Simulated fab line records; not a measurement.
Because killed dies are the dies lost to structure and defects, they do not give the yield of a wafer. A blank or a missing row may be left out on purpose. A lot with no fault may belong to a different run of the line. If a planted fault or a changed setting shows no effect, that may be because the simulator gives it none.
fab line records	flow nand-harc
record: lots: 24	wafers: 72	last-day: 24
route steps=1159 shown A_CONTACT@866
lots with no fault: from the same line, run without faults
start-h: hours from the record's opening day to when the first of the lot's shown wafers began	wait-h: hours since the lot's step before	" repeats the value in the row above	L1.1+2: several wafers, shown together as one row	- no value, or no start was given	* or withheld: withheld	< > ~ a bound
route shown NAME@n: NAME is a module with steps in the file, n the number in the route of the first one	usual: mean/standard deviation taken from wafers without a fault	same: alike in all rows	chamber/n: place in a boat	sites: readings site by site	_std_site: how widely they spread, as a standard deviation	_edge_site: outer sites' mean less inner sites'	radius-mm: how far each site lies from the wafer's centre	mask NAME#n: copy n	behind: the most recent tool/chamber to have shaped the wafer	hold: the reason the lot was held/the length of the hold in hours/how it ended	device: transistor that didn't switch, given as n, p or np	end of line: at the end of the route, the tests of the same wafers	a step given without rows: its recipe and nothing more	killed: dies lost to structure and defects at the first sort, not the wafer's yield	map: shows each die of a wafer: x if killed, . if not, _ if none is there
set.NAME: the setting as run; set.NAME@STEP: as run at that earlier step	model.NAME: the simulator's own value behind a step, which no gauge read
one table for each step of the route and one row for each wafer, over a sample of lots
services: when a tool's chamber went out of use (start-h, in hours from the record's first day, below 0 if earlier), for how many hours, and the reason
== steps ==
step: NHARC_A_CONTACT_ETCH_115
recipe: source-w: withheld	pressure-mtorr: 20	bias-v: 3000	time-s: 94	target-depth-a: 9220	ar-flow-sccm: withheld	c4f8-flow-sccm: withheld	o2-flow-sccm: withheld	chemistry: C4F8/O2/Ar
lot.wafer	tool	chamber	start-h	wait-h	rf-hours-counter-h
L074.2	har-cap-etch-02	0	365.52	0.1	7
L074.4	"	0	"	"	-
L074.6	"	0	"	"	-
L075.1	har-cap-etch-01	0	376.78	0.1	58
L075.3	"	0	"	"	-
L075.6	"	1	"	"	-
L076.2	har-cap-etch-02	1	377.60	0.1	11
L076.3	"	1	"	"	-
L076.5	"	1	"	"	-
L078.3	har-cap-etch-02	1	383.74	0.1	-
L078.5	"	1	"	"	-
L078.6	"	0	"	"	-
L077.1	har-cap-etch-03	0	384.20	0.1	87
L077.3	"	1	"	"	-
L077.5	"	1	"	"	-
L079.2	har-cap-etch-01	0	402.86	0.1	63
L079.1	"	1	"	"	63
L079.3	"	0	"	"	-
L080.1	har-cap-etch-03	0	412.03	0.1	91
L080.5	"	0	"	"	-
L080.6	"	1	"	"	-
L081.4	har-cap-etch-01	1	419.79	0.1	-
L081.5	"	1	"	"	-
L081.6	"	0	"	"	-
L082.4	har-cap-etch-03	0	421.85	0.1	-
L082.3	"	1	"	"	-
L082.6	"	0	"	"	-
L083.2	har-cap-etch-02	1	424.53	0.1	18
L083.3	"	0	"	"	-
L083.4	"	1	"	"	-
L085.1	har-cap-etch-01	1	437.42	0.1	68
L085.3	"	1	"	"	-
L085.5	"	0	"	"	-
L086.1	har-cap-etch-03	1	441.58	0.1	97
L086.3	"	1	"	"	-
L086.5	"	1	"	"	-
L087.2	har-cap-etch-01	0	443.05	0.1	69
L087.3	"	1	"	"	-
L087.5	"	0	"	"	-
L089.4	har-cap-etch-03	1	448.86	0.1	-
L089.3	"	0	"	"	-
L089.5	"	0	"	"	-
L084.2	har-cap-etch-01	0	449.16	0.1	70
L084.4	"	1	"	"	-
L084.3	"	0	"	"	-
L088.1	har-cap-etch-03	0	458.06	0.1	101
L088.3	"	0	"	"	-
L088.6	"	1	"	"	-
L090.2	har-cap-etch-02	1	462.69	0.1	26
L090.1	"	0	"	"	26
L090.3	"	1	"	"	-
L091.4	har-cap-etch-01	1	474.95	0.1	-
L091.5	"	1	"	"	-
L091.6	"	0	"	"	-
L093.2	har-cap-etch-03	1	476.62	0.1	105
L093.3	"	1	"	"	-
L093.6	"	1	"	"	-
L094.1	har-cap-etch-01	0	479.88	0.1	77
L094.3	"	0	"	"	-
L094.5	"	0	"	"	-
L092.2	har-cap-etch-01	1	487.53	0.1	78
L092.1	"	0	"	"	78
L092.6	"	1	"	"	-
L097.2	har-cap-etch-03	1	506.80	0.1	109
L097.3	"	1	"	"	-
L097.6	"	1	"	"	-
L095.2	har-cap-etch-02	0	509.02	0.1	32
L095.4	"	0	"	"	-
L095.3	"	1	"	"	-
L096.1	har-cap-etch-01	0	511.12	0.1	81
L096.4	"	1	"	"	-
L096.3	"	0	"	"	-
step: NHARC_A_CONTACT_ETCH_117
recipe: source-w: withheld	pressure-mtorr: 20	bias-v: 3000	time-s: 94	target-depth-a: 9220	ar-flow-sccm: withheld	c4f8-flow-sccm: withheld	o2-flow-sccm: withheld	chemistry: C4F8/O2/Ar
lot.wafer	tool	chamber	start-h	wait-h	rf-hours-counter-h
L074.2	har-cap-etch-02	0	365.76	0.1	8
L074.4	"	0	"	"	-
L074.6	"	0	"	"	-
L075.1	har-cap-etch-01	0	376.96	0.1	58
L075.3	"	0	"	"	-
L075.6	"	1	"	"	-
L076.2	har-cap-etch-02	1	377.78	0.1	11
L076.3	"	1	"	"	-
L076.5	"	1	"	"	-
L078.3	har-cap-etch-02	1	383.92	0.1	-
L078.5	"	1	"	"	-
L078.6	"	0	"	"	-
L077.1	har-cap-etch-03	0	384.38	0.1	87
L077.3	"	1	"	"	-
L077.5	"	1	"	"	-
L079.2	har-cap-etch-01	0	403.04	0.1	63
L079.1	"	1	"	"	63
L079.3	"	0	"	"	-
L080.1	har-cap-etch-03	0	412.21	0.1	91
L080.5	"	0	"	"	-
L080.6	"	1	"	"	-
L081.4	har-cap-etch-01	1	419.97	0.1	-
L081.5	"	1	"	"	-
L081.6	"	0	"	"	-
L082.4	har-cap-etch-03	0	422.03	0.1	-
L082.3	"	1	"	"	-
L082.6	"	0	"	"	-
L083.2	har-cap-etch-02	1	424.71	0.1	18
L083.3	"	0	"	"	-
L083.4	"	1	"	"	-
L085.1	har-cap-etch-01	1	437.61	0.1	68
L085.3	"	1	"	"	-
L085.5	"	0	"	"	-
L086.1	har-cap-etch-03	1	441.76	0.1	97
L086.3	"	1	"	"	-
L086.5	"	1	"	"	-
L087.2	har-cap-etch-01	0	443.23	0.1	69
L087.3	"	1	"	"	-
L087.5	"	0	"	"	-
L089.4	har-cap-etch-03	1	449.04	0.1	-
L089.3	"	0	"	"	-
L089.5	"	0	"	"	-
L084.2	har-cap-etch-01	0	449.34	0.1	70
L084.4	"	1	"	"	-
L084.3	"	0	"	"	-
L088.1	har-cap-etch-03	0	458.25	0.1	102
L088.3	"	0	"	"	-
L088.6	"	1	"	"	-
L090.2	har-cap-etch-02	1	462.87	0.1	26
L090.1	"	0	"	"	26
L090.3	"	1	"	"	-
L091.4	har-cap-etch-01	1	475.13	0.1	-
L091.5	"	1	"	"	-
L091.6	"	0	"	"	-
L093.2	har-cap-etch-03	1	476.81	0.1	105
L093.3	"	1	"	"	-
L093.6	"	1	"	"	-
L094.1	har-cap-etch-01	0	480.06	0.1	77
L094.3	"	0	"	"	-
L094.5	"	0	"	"	-
L092.2	har-cap-etch-01	1	487.71	0.1	78
L092.1	"	0	"	"	78
L092.6	"	1	"	"	-
L097.2	har-cap-etch-03	1	506.99	0.1	109
L097.3	"	1	"	"	-
L097.6	"	1	"	"	-
L095.2	har-cap-etch-02	0	509.20	0.1	32
L095.4	"	0	"	"	-
L095.3	"	1	"	"	-
L096.1	har-cap-etch-01	0	511.30	0.1	81
L096.4	"	1	"	"	-
L096.3	"	0	"	"	-
step: NHARC_A_CONTACT_DEP_58
recipe: target-thk-a: 600	target-thk-nm: 60	temp-c: 400	pressure-torr: 3.5	flow-sccm: 200	rf-w: 350	material: SiON
usual: heater-power-w: 794/50	susceptor-temp-C: 400.00/0.21
lot.wafer	tool	chamber	start-h	wait-h	heater-power-w	susceptor-temp-C
L074.2	pecvd-04	2	371.89	1.2	752	399.98
L074.6	"	2	"	"	731	399.92
L074.4	"	1	"	"	918	400.10
L075.3	pecvd-01	0	381.64	1.1	678	399.74
L075.1	"	1	"	"	763	400.40
L075.6	"	1	"	"	770	400.30
L076.2	pecvd-01	0	382.42	1.4	745	400.15
L076.3	"	1	"	"	737	399.95
L076.5	"	1	"	"	722	399.86
L078.3	pecvd-02	2	388.14	1.0	830	400.09
L078.5	"	2	"	"	812	400.17
L078.6	"	1	"	"	719	400.13
L077.1	pecvd-02	2	388.75	1.8	752	399.92
L077.3	"	1	"	"	801	400.20
L077.5	"	0	"	"	856	399.71
L079.1	pecvd-02	1	408.88	1.5	795	400.38
L079.2	"	2	"	"	700	399.78
L079.3	"	0	"	"	782	400.11
L080.1	pecvd-02	1	419.92	1.4	791	399.89
L080.6	"	1	"	"	784	399.96
L080.5	"	0	"	"	794	399.81
L081.5	pecvd-02	1	424.17	0.4	821	399.93
L081.6	"	2	"	"	832	399.71
L081.4	"	0	"	"	830	400.11
L082.3	pecvd-02	2	426.87	1.1	813	399.79
L082.6	"	2	"	"	828	399.92
L082.4	"	0	"	"	823	399.89
L083.3	pecvd-02	2	428.94	0.9	803	400.22
L083.2	"	0	"	"	858	400.32
L083.4	"	1	"	"	785	400.06
L085.3	pecvd-02	1	441.68	0.9	808	400.07
L085.1	"	2	"	"	803	400.27
L085.5	"	2	"	"	837	400.30
L086.3	pecvd-02	2	446.13	0.9	747	400.22
L086.1	"	1	"	"	747	400.14
L086.5	"	0	"	"	888	399.63
L087.3	pecvd-02	0	447.97	1.1	808	400.00
L087.2	"	2	"	"	804	399.64
L087.5	"	2	"	"	808	399.70
L089.3	pecvd-04	1	453.14	0.9	749	400.02
L089.5	"	0	"	"	779	400.03
L089.4	"	2	"	"	799	400.15
L084.3	pecvd-02	0	453.61	0.9	852	400.19
L084.2	"	1	"	"	764	399.44
L084.4	"	1	"	"	762	399.55
L088.1	pecvd-01	2	463.49	1.5	769	400.21
L088.3	"	1	"	"	778	400.19
L088.6	"	1	"	"	768	400.02
L090.3	pecvd-02	0	467.16	0.9	878	399.97
L090.2	"	1	"	"	789	400.24
L090.1	"	2	"	"	849	400.01
L091.5	pecvd-04	0	479.43	0.4	796	400.27
L091.4	"	1	"	"	812	399.79
L091.6	"	2	"	"	761	399.84
L093.3	pecvd-04	2	481.52	1.0	792	400.34
L093.2	"	1	"	"	867	400.09
L093.6	"	1	"	"	894	399.99
L094.3	pecvd-01	2	486.68	1.0	814	400.07
L094.1	"	1	"	"	732	399.87
L094.5	"	1	"	"	730	399.71
L092.1	pecvd-01	2	493.33	1.5	836	399.92
L092.2	"	0	"	"	765	400.02
L092.6	"	0	"	"	768	399.59
L097.3	pecvd-04	0	511.11	0.9	825	400.03
L097.2	"	2	"	"	786	400.10
L097.6	"	1	"	"	877	400.13
L095.3	pecvd-01	0	514.21	0.9	714	399.98
L095.2	"	1	"	"	737	399.88
L095.4	"	1	"	"	758	400.13
L096.1	pecvd-01	0	516.37	1.5	675	399.76
L096.3	"	1	"	"	787	400.10
L096.4	"	0	"	"	662	399.89
step: NHARC_A_CONTACT_ETCH_76
recipe: target-depth-a: 2600	over-etch-frac: 0.3	time-s: 475.3	ion-energy-ev: 200	n2-flow-sccm: 150	h2-flow-sccm: 150	ar-flow-sccm: 0	rf-w: 400	bias-w: 150	chemistry: N2/H2
usual: drypump-motor-current-A: 5.6/0.51	n2-flow-sccm: 150.1/0.46	oes-product-au: 0.999/0.0069	rf-vpp-V: 431.3/2.9	showerhead-plenum-p-Torr: 2.07/0.1	throttle-valve-pct: 14.171/0.0092
lot.wafer	tool	chamber	start-h	wait-h	drypump-motor-current-A	n2-flow-sccm	oes-product-au	rf-hours-counter-h	rf-vpp-V	showerhead-plenum-p-Torr	throttle-valve-pct
L074.4	rie-diel-02	3	-	-	5.8	149.7	0.989	9	433.0	2.13	14.184
L074.2	"	1	"	"	5.0	149.4	0.999	6	432.6	2.08	14.169
L074.6	"	0	"	"	6.3	149.6	1.015	-	433.5	2.16	14.167
L075.3	rie-diel-11	3	-	-	5.9	150.2	1.009	1	433.1	2.17	14.171
L075.1	"	2	"	"	4.8	149.4	0.997	2	432.8	2.13	14.176
L075.6	"	0	"	"	5.1	149.7	1.006	-	433.9	2.22	14.162
L076.3	rie-diel-11	1	-	-	6.4	149.7	1.010	3	427.4	1.92	14.178
L076.2	"	2	"	"	4.8	149.9	0.990	3	432.2	2.13	14.165
L076.5	"	2	"	"	4.8	150.1	1.005	-	433.8	2.13	14.183
L078.3	rie-diel-11	2	-	-	4.8	149.8	0.998	5	432.6	2.13	14.166
L078.6	"	2	"	"	4.8	150.2	1.000	-	434.1	2.13	14.176
L078.5	"	3	"	"	5.9	150.0	0.999	-	433.7	2.17	14.174
L077.3	rie-diel-02	3	-	-	5.8	149.8	0.998	13	432.3	2.13	14.174
L077.1	"	1	"	"	4.9	149.9	0.993	11	431.0	2.08	14.178
L077.5	"	2	"	"	5.5	150.5	1.003	-	427.2	1.90	14.168
L079.1	rie-diel-02	0	-	-	6.4	150.2	0.996	16	432.6	2.16	14.165
L079.3	"	1	"	"	4.9	150.4	0.989	13	430.6	2.08	14.179
L079.2	"	2	"	"	5.5	149.7	0.992	14	426.0	1.90	14.168
L080.1	rie-diel-02	0	-	-	6.3	149.8	1.000	18	433.5	2.16	14.145
L080.5	"	0	"	"	6.3	149.4	1.005	-	432.8	2.16	14.147
L080.6	"	1	"	"	4.9	150.3	0.988	-	432.8	2.08	14.168
L081.4	rie-diel-02	3	-	-	5.8	149.9	0.990	17	433.7	2.13	14.174
L081.5	"	2	"	"	5.5	149.6	1.001	-	426.9	1.90	14.166
L081.6	"	3	"	"	5.8	149.7	0.999	-	432.0	2.13	14.143
L082.3	rie-diel-12	2	-	-	5.7	150.2	1.012	13	430.1	2.02	14.168
L082.4	"	0	"	"	5.7	150.2	0.997	10	428.8	2.02	14.172
L082.6	"	1	"	"	5.0	150.6	0.998	-	426.1	1.92	14.174
L083.3	rie-diel-12	1	-	-	5.0	150.2	1.001	12	426.6	1.92	14.159
L083.4	"	3	"	"	6.0	149.9	1.001	13	432.6	2.10	14.178
L083.2	"	0	"	"	5.7	149.8	0.996	11	430.4	2.02	14.168
L085.1	rie-diel-02	3	-	-	5.8	149.1	0.988	21	432.6	2.12	14.185
L085.3	"	2	"	"	5.5	150.0	0.994	20	426.1	1.89	14.182
L085.5	"	0	"	"	6.3	149.7	0.992	-	434.4	2.15	14.179
L086.3	rie-diel-02	1	-	-	5.0	149.9	0.992	20	433.3	2.08	14.172
L086.1	"	3	"	"	5.8	150.5	0.998	22	432.1	2.12	14.171
L086.5	"	1	"	"	4.9	149.8	0.985	-	430.9	2.08	14.151
L087.3	rie-diel-11	0	-	-	5.1	149.7	0.990	27	435.8	2.21	14.173
L087.2	"	1	"	"	6.4	150.6	1.005	31	427.3	1.91	14.171
L087.5	"	3	"	"	6.0	149.5	1.002	-	434.4	2.16	14.146
L089.4	rie-diel-12	0	-	-	5.8	150.1	0.999	21	429.9	2.01	14.162
L089.3	"	3	"	"	5.9	150.2	0.996	21	433.0	2.10	14.170
L089.5	"	0	"	"	5.7	149.6	1.002	-	429.5	2.02	14.182
L084.2	rie-diel-02	1	-	-	4.9	149.8	0.997	22	431.5	2.08	14.181
L084.4	"	2	"	"	5.5	150.1	1.002	23	426.2	1.89	14.171
L084.3	"	3	"	"	5.8	150.6	0.989	23	431.8	2.12	14.169
L088.3	rie-diel-02	2	-	-	5.5	149.4	1.001	25	425.9	1.89	14.178
L088.1	"	0	"	"	6.3	150.2	1.005	26	434.3	2.15	14.176
L088.6	"	2	"	"	5.5	148.9	1.002	-	427.4	1.89	14.166
L090.1	rie-diel-02	1	-	-	5.0	150.2	0.987	25	434.3	2.08	14.165
L090.3	"	2	"	"	5.5	149.7	0.987	26	427.1	1.89	14.168
L090.2	"	3	"	"	5.8	149.5	0.990	26	432.9	2.12	14.179
L091.4	rie-diel-02	0	-	-	6.3	150.0	1.001	30	434.1	2.15	14.168
L091.6	"	1	"	"	4.9	150.1	0.995	-	429.9	2.07	14.171
L091.5	"	2	"	"	5.5	149.9	0.993	-	426.6	1.89	14.162
L093.2	rie-diel-11	0	-	-	5.1	149.7	1.003	41	434.4	2.20	14.161
L093.3	"	2	"	"	4.8	150.1	1.003	42	434.3	2.12	14.166
L093.6	"	0	"	"	5.1	150.1	1.008	-	435.0	2.20	14.176
L094.3	rie-diel-11	2	-	-	4.8	151.1	0.995	43	431.8	2.12	14.160
L094.1	"	1	"	"	6.4	151.0	0.993	45	426.7	1.91	14.184
L094.5	"	2	"	"	4.8	149.7	0.990	-	433.4	2.12	14.168
L092.1	rie-diel-02	3	-	-	5.8	150.6	0.992	31	432.4	2.12	14.171
L092.2	"	1	"	"	4.9	150.4	0.995	30	430.9	2.07	14.174
L092.6	"	3	"	"	5.8	150.2	0.998	-	431.8	2.12	14.182
L097.2	rie-diel-12	0	-	-	5.8	149.6	0.995	45	428.8	2.01	14.156
L097.3	"	1	"	"	5.0	149.8	0.998	45	426.0	1.91	14.160
L097.6	"	2	"	"	5.8	149.8	1.002	-	429.1	2.01	14.169
L095.2	rie-diel-02	1	-	-	4.9	150.2	0.991	0	430.8	2.07	14.185
L095.3	"	3	"	"	5.8	151.0	0.981	0	432.3	2.12	14.164
L095.4	"	1	"	"	4.9	151.0	0.993	-	430.4	2.07	14.181
L096.3	rie-diel-11	0	-	-	5.1	150.2	1.005	53	434.1	2.20	14.178
L096.1	"	3	"	"	5.9	150.3	1.004	48	434.0	2.15	14.180
L096.4	"	0	"	"	5.0	150.7	0.996	-	434.7	2.20	14.181
step: NHARC_A_CONTACT_ETCH_78
recipe: target-depth-a: 28000	over-etch-frac: 0.3	time-s: 728	ion-energy-ev: 150	o2-flow-sccm: 400	cos-flow-sccm: 20	ar-flow-sccm: 0	rf-w: 500	bias-w: 300	chemistry: O2/COS
usual: drypump-motor-current-A: 5.6/0.51	o2-flow-sccm: 400.1/1.2	oes-product-au: 0.999/0.007	rf-vpp-V: 314.6/2.3	showerhead-plenum-p-Torr: 3.16/0.15	throttle-valve-pct: 28.329/0.0084
lot.wafer	tool	chamber	start-h	wait-h	drypump-motor-current-A	o2-flow-sccm	oes-product-au	rf-hours-counter-h	rf-vpp-V	showerhead-plenum-p-Torr	throttle-valve-pct
L074.2	rie-diel-02	0	-	-	6.3	399.8	1.007	9	317.1	3.29	28.325
L074.4	"	1	"	"	4.9	401.1	0.988	7	314.8	3.18	28.340
L074.6	"	3	"	"	5.8	398.7	0.995	-	315.4	3.25	28.339
L075.1	rie-diel-11	1	-	-	6.4	400.7	1.012	2	311.1	2.95	28.333
L075.3	"	2	"	"	4.8	397.3	1.007	2	315.0	3.25	28.319
L075.6	"	1	"	"	6.4	399.9	1.000	-	311.3	2.95	28.336
L076.2	rie-diel-11	2	-	-	4.8	396.9	1.015	3	315.8	3.25	28.316
L076.3	"	3	"	"	5.9	400.5	1.004	2	317.0	3.31	28.324
L076.5	"	2	"	"	4.8	398.1	1.005	-	316.2	3.25	28.323
L078.3	rie-diel-11	1	-	-	6.4	401.7	1.000	6	311.2	2.95	28.336
L078.6	"	3	"	"	5.9	400.3	1.007	-	316.1	3.30	28.330
L078.5	"	0	"	"	5.1	400.3	1.007	-	317.0	3.37	28.322
L077.1	rie-diel-02	1	-	-	4.9	399.9	0.989	11	315.0	3.18	28.330
L077.3	"	2	"	"	5.5	398.9	1.003	13	310.8	2.92	28.322
L077.5	"	3	"	"	5.8	398.7	1.000	-	314.8	3.24	28.327
L079.1	rie-diel-02	1	-	-	4.9	399.4	0.996	13	315.2	3.18	28.341
L079.3	"	2	"	"	5.5	398.9	1.001	15	310.8	2.92	28.338
L079.2	"	0	"	"	6.3	401.1	0.983	16	315.9	3.29	28.325
L080.1	rie-diel-02	0	-	-	6.3	401.6	0.998	18	314.8	3.28	28.319
L080.6	"	1	"	"	4.9	401.6	0.993	-	316.0	3.18	28.343
L080.5	"	2	"	"	5.5	399.7	1.000	-	311.8	2.92	28.333
L081.4	rie-diel-02	0	-	-	6.3	398.8	1.007	19	315.3	3.28	28.335
L081.5	"	1	"	"	5.0	398.6	0.983	-	316.7	3.18	28.324
L081.6	"	2	"	"	5.5	400.0	1.001	-	310.7	2.92	28.327
L082.4	rie-diel-12	1	-	-	5.0	399.7	1.000	12	311.6	2.95	28.320
L082.3	"	2	"	"	5.7	401.7	1.009	13	315.4	3.10	28.319
L082.6	"	3	"	"	5.9	400.7	1.008	-	314.9	3.21	28.341
L083.2	rie-diel-12	2	-	-	5.7	399.2	1.013	14	313.4	3.09	28.327
L083.4	"	3	"	"	6.0	401.9	0.999	13	314.5	3.21	28.333
L083.3	"	1	"	"	5.0	398.8	1.007	12	313.2	2.95	28.323
L085.1	rie-diel-02	1	-	-	4.9	400.3	0.987	19	314.8	3.17	28.326
L085.3	"	2	"	"	5.5	402.0	1.000	20	309.0	2.92	28.331
L085.5	"	0	"	"	6.3	398.8	1.010	-	315.8	3.28	28.307
L086.3	rie-diel-02	2	-	-	5.5	400.5	1.001	22	311.2	2.92	28.329
L086.1	"	3	"	"	5.8	401.3	0.996	22	317.0	3.24	28.334
L086.5	"	2	"	"	5.5	399.8	0.989	-	312.6	2.92	28.346
L087.3	rie-diel-11	3	-	-	6.0	400.7	1.005	24	316.0	3.29	28.325
L087.2	"	2	"	"	4.8	399.6	1.003	30	316.0	3.24	28.320
L087.5	"	0	"	"	5.1	400.3	1.005	-	318.4	3.36	28.343
L089.4	rie-diel-12	1	-	-	5.0	400.5	0.993	21	311.7	2.95	28.322
L089.3	"	3	"	"	6.0	401.0	1.004	22	316.0	3.21	28.328
L089.5	"	1	"	"	5.0	400.6	0.991	-	311.1	2.95	28.336
L084.3	rie-diel-02	2	-	-	5.5	401.6	0.991	23	310.4	2.92	28.349
L084.4	"	3	"	"	5.8	402.2	0.987	23	315.0	3.24	28.341
L084.2	"	0	"	"	6.3	401.2	0.998	24	316.2	3.28	28.331
L088.1	rie-diel-02	0	-	-	6.3	400.0	1.008	26	315.6	3.28	28.336
L088.3	"	1	"	"	5.0	398.2	0.996	24	315.4	3.17	28.336
L088.6	"	1	"	"	4.9	398.1	0.997	-	315.9	3.17	28.328
L090.1	rie-diel-02	3	-	-	5.8	399.5	0.991	26	316.0	3.24	28.324
L090.3	"	0	"	"	6.3	400.5	1.001	27	315.6	3.28	28.326
L090.2	"	1	"	"	4.9	401.5	0.996	25	317.3	3.17	28.333
L091.4	rie-diel-02	3	-	-	5.8	399.0	0.993	29	317.3	3.24	28.321
L091.5	"	2	"	"	5.5	397.0	0.995	-	311.8	2.91	28.321
L091.6	"	3	"	"	5.8	400.3	0.992	-	315.6	3.24	28.333
L093.2	rie-diel-11	2	-	-	4.8	400.0	1.007	42	316.0	3.23	28.321
L093.3	"	0	"	"	5.1	401.6	0.989	42	317.5	3.35	28.322
L093.6	"	2	"	"	4.8	399.3	1.010	-	315.2	3.23	28.324
L094.3	rie-diel-11	1	-	-	6.4	400.6	1.012	45	312.2	2.93	28.332
L094.1	"	2	"	"	4.8	399.9	1.012	43	315.9	3.23	28.329
L094.5	"	2	"	"	4.8	400.4	1.000	-	315.7	3.23	28.327
L092.2	rie-diel-02	3	-	-	5.8	400.1	0.997	31	315.4	3.24	28.331
L092.1	"	2	"	"	5.5	398.5	0.998	32	310.5	2.91	28.342
L092.6	"	0	"	"	6.3	400.4	1.003	-	316.2	3.28	28.332
L097.3	rie-diel-12	0	-	-	5.8	399.3	1.004	45	314.4	3.08	28.315
L097.2	"	1	"	"	5.0	401.2	0.994	45	311.6	2.93	28.328
L097.6	"	1	"	"	5.0	400.9	0.988	-	309.6	2.93	28.335
L095.2	rie-diel-02	3	-	-	5.8	398.3	0.990	0	316.8	3.23	28.330
L095.3	"	1	"	"	4.9	399.3	0.998	0	315.3	3.17	28.331
L095.4	"	2	"	"	5.5	399.5	0.996	-	312.9	2.91	28.333
L096.1	rie-diel-11	2	-	-	4.8	400.4	0.997	53	315.3	3.23	28.329
L096.3	"	3	"	"	5.9	400.0	0.998	48	316.4	3.28	28.324
L096.4	"	3	"	"	5.9	401.8	1.004	-	317.1	3.28	28.329
step: NHARC_A_CONTACT_ETCH_132
recipe: source-w: withheld	pressure-mtorr: 20	bias-v: 1200	time-s: 156	target-depth-a: 9580	ar-flow-sccm: withheld	c4f8-flow-sccm: withheld	o2-flow-sccm: withheld	chemistry: C4F8/O2/Ar
lot.wafer	tool	chamber	start-h	wait-h	rf-hours-counter-h
L074.2	har-cap-etch-02	1	375.26	0.1	10
L074.4	"	0	"	"	-
L074.6	"	1	"	"	-
L075.1	har-cap-etch-01	1	385.65	0.2	61
L075.3	"	1	"	"	-
L075.6	"	0	"	"	-
L076.2	har-cap-etch-02	0	386.20	0.1	14
L076.3	"	1	"	"	-
L076.5	"	1	"	"	-
L078.3	har-cap-etch-03	1	391.41	0.1	-
L078.5	"	1	"	"	-
L078.6	"	0	"	"	-
L077.1	har-cap-etch-01	1	392.43	0.2	62
L077.3	"	1	"	"	-
L077.5	"	1	"	"	-
L079.1	har-cap-etch-02	0	412.45	0.1	16
L079.2	"	1	"	"	16
L079.3	"	0	"	"	-
L080.1	har-cap-etch-01	0	423.24	0.1	66
L080.6	"	0	"	"	-
L080.5	"	1	"	"	-
L081.4	har-cap-etch-03	1	427.36	0.1	-
L081.5	"	1	"	"	-
L081.6	"	0	"	"	-
L082.3	har-cap-etch-01	0	430.02	0.1	-
L082.4	"	1	"	"	-
L082.6	"	1	"	"	-
L083.2	har-cap-etch-03	1	432.27	0.1	96
L083.4	"	0	"	"	-
L083.3	"	1	"	"	-
L085.1	har-cap-etch-02	0	444.96	0.1	22
L085.3	"	1	"	"	-
L085.5	"	0	"	"	-
L086.1	har-cap-etch-02	1	449.92	0.1	23
L086.3	"	0	"	"	-
L086.5	"	1	"	"	-
L087.2	har-cap-etch-03	0	451.22	0.1	100
L087.3	"	0	"	"	-
L087.5	"	0	"	"	-
L089.4	har-cap-etch-02	1	456.40	0.1	-
L089.3	"	0	"	"	-
L089.5	"	0	"	"	-
L084.2	har-cap-etch-01	0	457.04	0.2	73
L084.4	"	1	"	"	-
L084.3	"	0	"	"	-
L088.1	har-cap-etch-01	0	466.81	0.1	75
L088.3	"	1	"	"	-
L088.6	"	0	"	"	-
L090.2	har-cap-etch-03	1	470.25	0.1	104
L090.1	"	0	"	"	104
L090.3	"	1	"	"	-
L091.4	har-cap-etch-03	1	482.54	0.1	-
L091.6	"	0	"	"	-
L091.5	"	1	"	"	-
L093.2	har-cap-etch-02	0	485.70	0.2	29
L093.3	"	1	"	"	-
L093.6	"	0	"	"	-
L094.1	har-cap-etch-02	0	490.31	0.2	30
L094.3	"	1	"	"	-
L094.5	"	1	"	"	-
L092.1	har-cap-etch-03	1	496.57	0.1	109
L092.2	"	0	"	"	109
L092.6	"	1	"	"	-
L097.2	har-cap-etch-03	0	514.58	0.1	111
L097.3	"	1	"	"	-
L097.6	"	1	"	"	-
L095.2	har-cap-etch-03	1	517.61	0.1	112
L095.4	"	1	"	"	-
L095.3	"	0	"	"	-
L096.1	har-cap-etch-02	1	520.00	0.1	35
L096.3	"	1	"	"	-
L096.4	"	0	"	"	-
== services ==
tool	chamber	start-h	hours	kind
rie-diel-02	1	359.95	6.9	repair
rie-diel-02	0	361.29	-	clean
rie-diel-02	2	361.29	-	clean
rie-diel-02	3	361.29	-	clean
rie-diel-11	2	363.14	3.9	repair
rie-diel-11	-	366.82	9.0	pm
pecvd-04	-	376.48	13.0	pm
rie-diel-12	-	379.69	9.0	pm
rie-diel-12	3	406.51	1.2	repair
pecvd-01	-	418.26	13.0	pm
har-cap-etch-02	-	418.51	0.6	repair
rie-diel-12	-	423.86	1.4	repair
har-cap-etch-01	-	434.52	0.1	repair
rie-diel-12	3	450.91	2.4	repair
pecvd-02	-	463.62	0.9	repair
pecvd-04	0	473.71	4.8	repair
pecvd-04	-	477.65	1.1	repair
rie-diel-02	2	490.18	1.7	repair
rie-diel-02	-	504.79	9.0	pm
rie-diel-12	3	504.83	5.6	repair
rie-diel-11	1	509.97	11.8	repair
har-cap-etch-03	-	512.78	0.4	repair
rie-diel-02	0	513.83	1.9	repair
pecvd-02	-	515.32	13.0	pm
== key ==
fault none
